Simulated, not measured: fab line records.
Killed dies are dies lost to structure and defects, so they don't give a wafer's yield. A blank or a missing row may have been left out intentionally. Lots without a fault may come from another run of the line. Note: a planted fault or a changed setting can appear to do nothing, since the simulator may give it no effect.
Split-lot study + flow n5Finfet + 21 wafers read across 7 lots, on a route 1938 steps long

## SPLIT DETAILS
At N5_FIN_SAQP_HM_DEP_03 (deposits SiNx from SiH4/NH3/N2, target thk 38 nm, time 33.6 s), the setting timeS was moved away from the recipe's 33.6 s on 3 of the 21 wafers read, by -11.9% to +7.7%. This setting was run at the recipe's value on the other wafers.

## FROM THE SPLIT TO THE READING: what the file shows between them, 9 steps
- N5_FIN_SAQP_THK_MEAS_05
- N5_FIN_SAQP_DESCUM_21: chemistry O2, time 7.9 s (also split here: timeS)
- N5_FIN_SAQP_ETCH_52: etches SOC in N2/H2, target depth 100 nm, overetch 20 nm, time 150 s (also split here: sourceW)
- N5_FIN_SAQP_STRIP_53: strips in N2/H2
- N5_FIN_SAQP_HM_OPEN_73: chemistry CHF3/O2, target SiO2, stops on a-Si, target depth 12 nm, time 16.8 s
- N5_FIN_SAQP_SPACER2_ALD_28: deposits SiO2, target thk 8.1 nm, pulse time 1 s, purge time 2 s
- N5_FIN_SAQP_SPACER2_ETCHBACK_29: etches SiO2 in CHF3/O2, target depth 12.2 nm, time 6.1 s
- N5_FIN_SAQP_MANDREL2_REMOVE_60: chemistry HBr/Cl2/O2, target a-Si, stops on SiNx, bt time 10 s
- N5_FIN_SAQP_HM_OPEN_33: chemistry CH3F/O2, target SiNx, target depth 49.4 nm, time 70.6 s

## THE READING
SiNx_of_FIN_SAQP_HM_DEP_03.thkNm (the simulator's own value, which no gauge read), in nm, at N5_FIN_SAQP_ETCH_34 (etches SiO2 in C4F6/O2, target depth 45 nm, time 15 s). There is no usual value for it anywhere in the file. Here, 18 wafers ran the recipe; their average is 34.4 nm with a standard deviation of 0.59 nm.

| wafer  | tool, chamber at the split | timeS as run, s | against the recipe | SiNx_of_FIN_SAQP_HM_DEP_03.thkNm, nm | against lot-mates on the recipe |
|--------|----------------------------|-----------------|--------------------|--------------------------------------|---------------------------------|
| L075.1 | pecvd-04, 1                | 33.6            | recipe             | 34                                   | -                               |
| L075.2 | pecvd-04, 2                | 33.6            | recipe             | 33.4                                 | -                               |
| L075.3 | pecvd-04, 0                | 33.6            | recipe             | 34.2                                 | -                               |
| L076.4 | pecvd-03, 2                | 29.6            | -11.9%             | 30.2                                 | -3.9                            |
| L076.5 | pecvd-03, 1                | 33.6            | recipe             | 33.8                                 | -                               |
| L076.6 | pecvd-03, 0                | 33.6            | recipe             | 34.4                                 | -                               |
| L077.1 | pecvd-02, 0                | 33.6            | recipe             | 34                                   | -                               |
| L077.3 | pecvd-02, 0                | 33.6            | recipe             | 34.6                                 | -                               |
| L077.6 | pecvd-02, 1                | 33.6            | recipe             | 35                                   | -                               |
| L080.1 | pecvd-03, 0                | 33.6            | recipe             | 34.4                                 | -                               |
| L080.2 | pecvd-03, 2                | 35.82           | +6.6%              | 37.6                                 | +2.6                            |
| L080.5 | pecvd-03, 2                | 33.6            | recipe             | 35.6                                 | -                               |
| L082.3 | pecvd-04, 0                | 33.6            | recipe             | 34                                   | -                               |
| L082.4 | pecvd-04, 2                | 36.18           | +7.7%              | 36.6                                 | +2.3                            |
| L082.6 | pecvd-04, 1                | 33.6            | recipe             | 34.6                                 | -                               |
| L087.1 | pecvd-02, 2                | 33.6            | recipe             | 33.8                                 | -                               |
| L087.4 | pecvd-02, 0                | 33.6            | recipe             | 34.4                                 | -                               |
| L087.5 | pecvd-02, 1                | 33.6            | recipe             | 34.4                                 | -                               |
| L095.1 | pecvd-02, 0                | 33.6            | recipe             | 34.2                                 | -                               |
| L095.3 | pecvd-02, 1                | 33.6            | recipe             | 34.8                                 | -                               |
| L095.6 | pecvd-02, 1                | 33.6            | recipe             | 35.8                                 | -                               |

FIT RESULTS
A straight line over all 21 wafers: SiNx_of_FIN_SAQP_HM_DEP_03.thkNm changes by +0.36 nm for each +1% of timeS; r = +0.90; the points scatter about the line by 0.62 nm.
The same after taking each lot's own level away (the mean of its wafers on the recipe; 21 wafers): +0.333 nm for each +1%; r = +0.94; scatter 0.44 nm.
According to that fit, moving timeS by its largest amount changes the reading by 4 nm.
The span of the lots' own levels, 33.87 to 35.00 nm, comes to 1.9 times the standard deviation stated above.
So the lot-to-lot level changes the slope little: the two slopes agree.
Check: with one of the wafers moved furthest among these (-11.9%) left out of the fit, the line predicts -4.03 nm for it against its lot-mates. It came out at -3.9 nm against them.

## ADDITIONAL SPLITS CARRIED BY THESE WAFERS
Note: prior to the reading, these wafers also went through further splits. Each is held against what the fit with the lots' levels taken away leaves over:
| other split on the same wafers | wafers away from the commonest value | r with SiNx_of_FIN_SAQP_HM_DEP_03.thkNm (lot level and that fit taken away) |
|--------------------------------|--------------------------------------|-----------------------------------------------------------------------------|
| N5_FIN_SAQP_ALD_61 tempC       | 9                                    | +0.32                                                                       |
| N5_FIN_SAQP_DESCUM_21 timeS    | 11                                   | +0.03                                                                       |
| N5_FIN_SAQP_ETCH_52 sourceW    | 6                                    | +0.29                                                                       |

## THE WHOLE CHAIN: every reading that the file lists as answering this split, in the file's order
| step                           | what it does                                                      | reading                                                                           | change (the file's fit)               | r (the file's) |
|--------------------------------|-------------------------------------------------------------------|-----------------------------------------------------------------------------------|---------------------------------------|----------------|
| N5_FIN_SAQP_HM_DEP_03          | deposits SiNx from SiH4/NH3/N2, target thk 38 nm, time 33.6 s     | SiNx_of_FIN_SAQP_HM_DEP_03.thkNm (the simulator's own value, which no gauge read) | +0.346 nm for each +1% of the setting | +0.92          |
| N5_FIN_SAQP_THK_MEAS_05        |                                                                   | thkNm                                                                             | withheld for each +1% of the setting  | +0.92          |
| N5_FIN_SAQP_MANDREL2_REMOVE_60 | chemistry HBr/Cl2/O2, target a-Si, stops on SiNx, bt time 10 s    | SiNx_of_FIN_SAQP_HM_DEP_03.thkNm (the simulator's own value, which no gauge read) | +0.343 nm for each +1% of the setting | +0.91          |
| N5_FIN_SAQP_HM_OPEN_33         | chemistry CH3F/O2, target SiNx, target depth 49.4 nm, time 70.6 s | etchRfOnTimeS                                                                     | withheld for each +1% of the setting  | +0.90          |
| N5_FIN_SAQP_HM_OPEN_33         | chemistry CH3F/O2, target SiNx, target depth 49.4 nm, time 70.6 s | etch.depthNm (the simulator's own value, which no gauge read)                     | +0.338 nm for each +1% of the setting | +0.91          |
| N5_FIN_SAQP_ETCH_34            | etches SiO2 in C4F6/O2, target depth 45 nm, time 15 s             | SiNx_of_FIN_SAQP_HM_DEP_03.thkNm (the simulator's own value, which no gauge read) | +0.333 nm for each +1% of the setting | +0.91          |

## FILE'S OWN FIT
SiNx_of_FIN_SAQP_HM_DEP_03.thkNm changes by +0.333 nm for each +1% of timeS, r = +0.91.
